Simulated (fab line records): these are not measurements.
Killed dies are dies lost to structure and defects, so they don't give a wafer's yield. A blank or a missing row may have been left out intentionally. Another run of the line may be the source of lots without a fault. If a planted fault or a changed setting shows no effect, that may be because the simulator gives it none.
Matching of chambers -- flow n5 finfet -- N5_BEOL_M0_ALD_136 on ald metal-03: 4 sister chambers
The step deposits TaN, pulse time 2 s, purge time 3 s, co reactant purge time 2 s. 20 wafers are shown with their chamber, then 10 later ones without.

== WAFERS PAIRED WITH THEIR CHAMBERS ==
wafer,chamber,heater power w (W)
L078.1,2,396
L078.3,3,456
L078.5,0,500
L081.1,0,511
L081.2,2,416
L081.5,2,408
L086.1,2,391
L086.2,0,507
L086.6,2,392
L087.3,3,455
L087.5,1,395
L087.6,2,398
L092.1,1,391
L092.2,3,464
L092.6,1,400
L093.1,3,462
L093.3,0,510
L093.6,2,396
L094.1,1,403
L094.3,0,511

SIGNATURES, as means of the wafers listed above
reading,chamber 0,chamber 1,chamber 2,chamber 3,scatter within a chamber
heater power w,507.80,397.25,399.57,459.25,6.75
Rule: for each reading, subtract the chamber's mean from the wafer's reading, divide by that reading's scatter and square the result; add these up over the readings and take the root, which gives the wafer's distance from the chamber. If the next closest chamber is less than 2 further off than the closest, the wafer can't be placed; otherwise it belongs to the closest. The scatter: the root of (the sum of the squares of (reading less its chamber's mean) over the shown wafers, divided by (wafers less chambers)).

== WAFERS MISSING THEIR CHAMBER ==
wafer,heater power w (W)
L094.4,458
L095.1,493
L095.2,452
L095.5,395
L097.2,412
L097.5,463
L097.6,504
L096.1,458
L096.5,456
L096.6,522

== WHICH CHAMBER EACH WENT THROUGH ==
wafer,from the rows above,in truth
L094.4,3,3
L095.1,0,0
L095.2,3,3
L095.5,can't be placed: 1 or 2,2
L097.2,can't be placed: 2 or 1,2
L097.5,3,3
L097.6,0,0
L096.1,3,3
L096.5,3,3
L096.6,0,0
Correct placement for 8 of the 10. Cannot be placed on the basis of these rows: 2; the candidates contain the true chamber in 2. Placed wrongly: 0.
